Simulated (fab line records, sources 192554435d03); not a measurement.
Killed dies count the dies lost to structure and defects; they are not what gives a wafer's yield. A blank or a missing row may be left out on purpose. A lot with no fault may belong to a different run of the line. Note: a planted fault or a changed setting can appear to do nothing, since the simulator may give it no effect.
Matching of chambers -- flow n5Finfet -- aldSin-01 running N5_BEOL_M0_SAQP_ALD_48: 4 sister chambers
The step deposits SiO2, target thk 20 nm, pulse time 1 s, co reactant pulse time 1 s. 4 wafers are shown with their chamber, then 11 later ones without.

## WAFERS WITH THEIR CHAMBER
wafer,chamber,heaterPowerW (W)
L085.5,2,78
L086.4,1,75
L086.5,3,60
L091.1,0,90

## WAFERS WITHOUT THEIR CHAMBER
wafer,heaterPowerW (W)
L091.2,78
L091.3,77
L093.2,77
L093.3,76
L093.4,60
L094.1,89
L094.5,78
L094.6,77
L097.2,91
L097.4,76
L097.5,77

## EACH ONE'S CHAMBER
wafer,from the rows above,in truth
L091.2,2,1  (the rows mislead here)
L091.3,can't be placed: 2 or 1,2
L093.2,can't be placed: 2 or 1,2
L093.3,can't be placed: 1 or 2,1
L093.4,3,3
L094.1,0,0
L094.5,2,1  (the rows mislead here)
L094.6,can't be placed: 2 or 1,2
L097.2,0,0
L097.4,can't be placed: 1 or 2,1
L097.5,can't be placed: 2 or 1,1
Placed correctly: 3 of 11. Cannot be placed on the basis of these rows: 6; the candidates contain the true chamber in 6. Wrongly placed: 2.
How it was worked out, from the rows above alone: a wafer's distance from a chamber is the root of the sum, over the readings, of the square of ((its reading less the chamber's mean) divided by the reading's scatter). The wafer belongs to the nearest chamber; if the next one is less than 2 further off, it can't be placed. For every chamber, the mean is computed from those of its wafers that are shown. The scatter: root of mean squared gap, hidden wafer to nearest shown wafer, with one shown wafer a chamber.
